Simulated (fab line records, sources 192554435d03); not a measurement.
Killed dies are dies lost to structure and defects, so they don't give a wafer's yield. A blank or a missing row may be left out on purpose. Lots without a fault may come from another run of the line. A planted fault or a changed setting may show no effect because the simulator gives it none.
Chamber matching | flow n5_finfet | N5_HKMG_FIN_ETCH_86 on rie_diel-01: 4 sister chambers
The step etches SOC in N2/H2, stops on TiN, target depth 393.2 nm. 18 wafers are shown with their chamber, then 9 later ones without.

WAFERS WITH THEIR CHAMBER
wafer  | chamber | showerhead_plenum_p_Torr (Torr) | throttle_valve_pct (%) | oes_product_au (a.u.)
L078.1 | 2       | 2.62                            | 18.15                  | 0.71
L078.4 | 1       | 2.71                            | 17.53                  | 0.89
L078.5 | 2       | 2.62                            | 18.15                  | 0.71
L079.1 | 0       | 2.44                            | 18.00                  | 0.76
L079.3 | 3       | 2.67                            | 17.80                  | 0.79
L079.5 | 3       | 2.67                            | 17.80                  | 0.78
L081.1 | 0       | 2.43                            | 18.01                  | 0.75
L081.2 | 2       | 2.62                            | 18.17                  | 0.70
L081.3 | 1       | 2.70                            | 17.53                  | 0.88
L083.2 | 2       | 2.62                            | 18.17                  | 0.70
L083.5 | 2       | 2.62                            | 18.18                  | 0.69
L083.6 | 1       | 2.70                            | 17.53                  | 0.88
L087.1 | 1       | 2.70                            | 17.55                  | 0.86
L087.4 | 3       | 2.66                            | 17.82                  | 0.77
L087.5 | 0       | 2.43                            | 18.01                  | 0.74
L089.1 | 0       | 2.43                            | 18.03                  | 0.73
L089.2 | 3       | 2.66                            | 17.83                  | 0.77
L089.4 | 2       | 2.61                            | 18.19                  | 0.69

SIGNATURES (means of the wafers above)
reading                  | chamber 0 | chamber 1 | chamber 2 | chamber 3 | scatter within a chamber
showerhead_plenum_p_Torr | 2.4325    | 2.7025    | 2.6183    | 2.6650    | 0.00488
throttle_valve_pct       | 18.0125   | 17.5350   | 18.1683   | 17.8125   | 0.014
oes_product_au           | 0.7450    | 0.8775    | 0.7000    | 0.7775    | 0.0109
Rule: a wafer's distance from a chamber is the root of the sum, over the readings, of the square of ((its reading less the chamber's mean) divided by the reading's scatter). The wafer belongs to the nearest chamber; if the next one is less than 2 further off, it can't be placed. The scatter: the root of (the sum of the squares of (reading less its chamber's mean) over the shown wafers, divided by (wafers less chambers)).

WAFERS WITHOUT THEIR CHAMBER
wafer  | showerhead_plenum_p_Torr (Torr) | throttle_valve_pct (%) | oes_product_au (a.u.)
L092.4 | 2.66                            | 17.84                  | 0.76
L092.5 | 2.42                            | 18.03                  | 0.73
L092.6 | 2.69                            | 17.59                  | 0.84
L093.1 | 2.69                            | 17.55                  | 0.84
L093.4 | 2.42                            | 18.03                  | 0.73
L093.6 | 2.66                            | 17.85                  | 0.76
L094.1 | 2.69                            | 17.59                  | 0.83
L094.2 | 2.42                            | 18.05                  | 0.73
L094.3 | 2.66                            | 17.86                  | 0.76

WHICH CHAMBER EACH WENT THROUGH
wafer  | from the rows above | in truth
L092.4 | 3                   | 3
L092.5 | 0                   | 0
L092.6 | 1                   | 1
L093.1 | 1                   | 1
L093.4 | 0                   | 0
L093.6 | 3                   | 3
L094.1 | 1                   | 1
L094.2 | 0                   | 0
L094.3 | 3                   | 3
Placed correctly: 9 of 9. Can't be placed from these rows: 0. Placed wrongly: 0.
